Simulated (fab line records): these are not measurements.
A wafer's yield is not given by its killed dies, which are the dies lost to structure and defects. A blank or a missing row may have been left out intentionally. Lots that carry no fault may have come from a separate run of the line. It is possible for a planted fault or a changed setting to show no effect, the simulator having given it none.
Matching of chambers    flow nand_harc    rie_diel-12 running NHARC_A_STAIRCASE_TRIM_196: 4 sister chambers
The step chemistry O2, time 211.2 s. 18 wafers are shown with their chamber, then 9 later ones without.

WAFERS, EACH WITH ITS CHAMBER
wafer   chamber  showerhead_plenum_p_Torr (Torr)  drypump_motor_current_A (A)  oes_product_au (a.u.)
L076.1  2        3.62                             5.8                          1.005
L076.3  3        3.62                             6.0                          0.999
L076.4  0        3.46                             5.8                          0.997
L077.1  1        3.42                             5.6                          0.988
L077.4  3        3.62                             6.0                          1.001
L077.5  3        3.62                             6.1                          1.008
L079.1  3        3.62                             6.0                          0.998
L079.3  0        3.45                             5.8                          0.975
L079.4  1        3.41                             5.6                          0.992
L085.1  1        3.40                             5.6                          0.984
L085.4  3        3.61                             6.0                          0.992
L085.5  2        3.60                             5.9                          0.994
L089.1  0        3.43                             5.8                          0.989
L089.3  1        3.39                             5.6                          0.977
L089.6  1        3.39                             5.6                          0.980
L091.2  2        3.59                             5.9                          1.003
L091.3  1        3.39                             5.6                          0.988
L091.5  3        3.59                             6.0                          0.989

SIGNATURES, as means of the wafers listed above
reading                   chamber 0  chamber 1  chamber 2  chamber 3  scatter within a chamber
showerhead_plenum_p_Torr  3.4467     3.4000     3.6033     3.6133     0.0133
drypump_motor_current_A   5.800      5.600      5.867      6.017      0.0327
oes_product_au            0.98700    0.98483    1.00067    0.99783    0.00707
Rule: for a wafer and a chamber, the distance is found by dividing, reading by reading, the gap between the wafer's reading and the chamber's mean by the reading's scatter, squaring, summing and taking the root. The wafer belongs to the nearest chamber; if the next one is less than 2 further off, it can't be placed. How the scatter is found: for the shown wafers, subtract from each reading the mean of its chamber, square and add these, divide the total by (wafers less chambers), then take the root.

WAFERS WHOSE CHAMBER IS MISSING
wafer   showerhead_plenum_p_Torr (Torr)  drypump_motor_current_A (A)  oes_product_au (a.u.)
L093.2  3.39                             5.6                          0.988
L093.4  3.59                             5.9                          1.006
L093.5  3.59                             5.9                          1.004
L095.3  3.42                             5.8                          1.003
L095.4  3.38                             5.7                          0.990
L095.6  3.38                             5.7                          0.992
L097.1  3.41                             5.8                          0.992
L097.4  3.58                             6.0                          0.970
L097.5  3.38                             5.6                          0.985

WHICH CHAMBER EACH WENT THROUGH
wafer   from the rows above      in truth
L093.2  1                        1
L093.4  2                        2
L093.5  2                        2
L095.3  0                        0
L095.4  1                        1
L095.6  1                        1
L097.1  0                        0
L097.4  can't be placed: 3 or 2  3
L097.5  1                        1
Correctly placed: 8 of 9. Not placeable from these rows: 1 (in 1, the candidates include the true chamber). 0 placed wrongly.
